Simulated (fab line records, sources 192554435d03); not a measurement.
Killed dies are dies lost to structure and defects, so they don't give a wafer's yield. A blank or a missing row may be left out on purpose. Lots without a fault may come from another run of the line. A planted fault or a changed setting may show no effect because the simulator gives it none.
A struck lot beside a sound one | flow n5_finfet | 15 steps out of a route of 1938
Sound: wafers L659.1, L659.4, L659.6. Struck: wafers L646.2, L646.4, L646.6. The cause comes at the end.
At each step with rows: each side's tool, then ch and its chambers, then its first start. Under that, the readings that differ: sound wafers | struck wafers | difference of the means | sigmas: that difference in standard deviations of wafers without a fault.
alike: readings whose means differ by less than 2 such deviations, and words and numbers that are the same on both sides. not compared: withheld readings, readings that some wafer has no value for, bounds like >300 that may hide the same value, and numbers for which the record gives no deviation and whose values overlap.
The two part at a step that has a row with sigmas, a row that says differs or no value, or rows on one side only. Numbers that don't overlap but have no deviation are shown without sigmas and don't part them. A reading that every wafer of one side lacks parts them only if that side has two wafers or more.

first, 1 step without rows for these wafers: N5_BEOL_M14_HARDBAKE_14 (time 120 s).
N5_BEOL_M14_CD_MEAS_10: target cd 250 nm.
  sound on cd_sem-01 ch 0, day 16 09:08; struck on cd_sem-03 ch 0, day 13 15:23
  alike: cd_nm
N5_BEOL_M14_OVL_MEAS_11:
  sound on overlay-01 ch 0, day 16 09:10; struck on overlay-02 ch 0, day 13 15:25
  alike: V13_OVL
N5_BEOL_M14_INSPECT_12: inspects for defects (macro).
  sound on defect_inspect-01, day 16 09:11; struck on defect_inspect-01, day 13 15:26
  alike: raw_defect_count
N5_BEOL_M14_DESCUM_15: chemistry O2, time 7.9 s.
  sound on rie_diel-05 ch 0,2, day 16 09:17; struck on rie_diel-02 ch 2,3, day 13 15:48
  reading                | sound             | struck            | difference | sigmas
  throttle_valve_pct (%) | 20.34 20.49 20.34 | 20.97 20.98 20.97 | +0.58      | +2
  alike: bias_power_w, drypump_motor_current_A, oes_product_au, rf_vpp_V, showerhead_plenum_p_Torr, temp_c
  not compared: rf_hours_counter_h
N5_BEOL_M14_ETCH_59: etches BARC in N2/H2, target depth 89 nm, overetch 26.7 nm, time 67.9 s.
  sound on rie_diel-05 ch 0,2, day 16 09:19; struck on rie_diel-02 ch 2,3, day 13 15:50
  alike: drypump_motor_current_A, oes_product_au, rf_vpp_V, showerhead_plenum_p_Torr, throttle_valve_pct
  not compared: rf_hours_counter_h
N5_BEOL_M14_VIA_ETCH_16: etches SiO2 in C4F8/O2/Ar, target depth 1231.3 nm.
  sound on rie_diel-05 ch 0,2, day 16 09:22; struck on rie_diel-02 ch 2,3, day 13 15:53
  reading                | sound             | struck            | difference | sigmas
  throttle_valve_pct (%) | 30.77 31.06 30.75 | 31.32 31.32 31.49 | +0.52      | +2
  alike: drypump_motor_current_A, oes_product_au, rf_vpp_V, showerhead_plenum_p_Torr
N5_BEOL_M14_STRIP_63: strips in O2.
  sound on rie_diel-05 ch 0,2; struck on rie_diel-02 ch 2,3
  reading                | sound             | struck            | difference | sigmas
  throttle_valve_pct (%) | 16.61 16.69 16.56 | 17.25 17.21 17.24 | +0.61      | +2
  alike: drypump_motor_current_A, oes_product_au, rf_vpp_V, showerhead_plenum_p_Torr, temp_c
  not compared: rf_hours_counter_h
N5_BEOL_M14_STRIP_64: strips in O2.
  sound on rie_diel-05 ch 0,2; struck on rie_diel-02 ch 2,3
  reading                | sound             | struck            | difference | sigmas
  throttle_valve_pct (%) | 16.60 16.68 16.61 | 17.21 17.24 17.24 | +0.60      | +2
  alike: drypump_motor_current_A, oes_product_au, rf_vpp_V, showerhead_plenum_p_Torr, temp_c
  not compared: rf_hours_counter_h
then, 2 steps without rows for these wafers: N5_BEOL_M14_STRIP_71 (strips in post etch residue remover, time 60 s); N5_BEOL_M14_SRD_72 (time 30 s, dry time 30 s).
N5_BEOL_M14_CD_MEAS_17: target cd 250 nm.
  sound on cd_sem-03, day 16 09:43; struck on cd_sem-02, day 13 16:14
  alike: cd_nm
N5_BEOL_M14_COAT_65: time 60 s, resist thk 450 nm.
  sound on litho_track-05 ch 0, day 16 09:45; struck on litho_track-01 ch 0, day 13 16:17
  reading                  | sound                | struck               | difference | sigmas
  heater_power_total_W (W) | 501.6 501.5 503.4    | 864.0 861.0 864.3    | +360.9     | +99 or more
  plate_temp_C (C)         | 249.88 249.79 249.79 | 272.29 272.34 272.43 | +22.53     | +99 or more
  alike: resist_line_temp_C, spin_speed_rpm
then, 1 step without rows for these wafers: N5_BEOL_M14_COAT_66 (time 60 s, resist thk 110 nm).
N5_PASSIVATION_PROBE_49:
  the record has rows for the struck wafers here (prober-01, day 15 00:45) and none for the sound ones

WHERE THEY PART
First at N5_BEOL_M14_DESCUM_15; last, within this record, at N5_PASSIVATION_PROBE_49.

WHY: what the simulator had put in
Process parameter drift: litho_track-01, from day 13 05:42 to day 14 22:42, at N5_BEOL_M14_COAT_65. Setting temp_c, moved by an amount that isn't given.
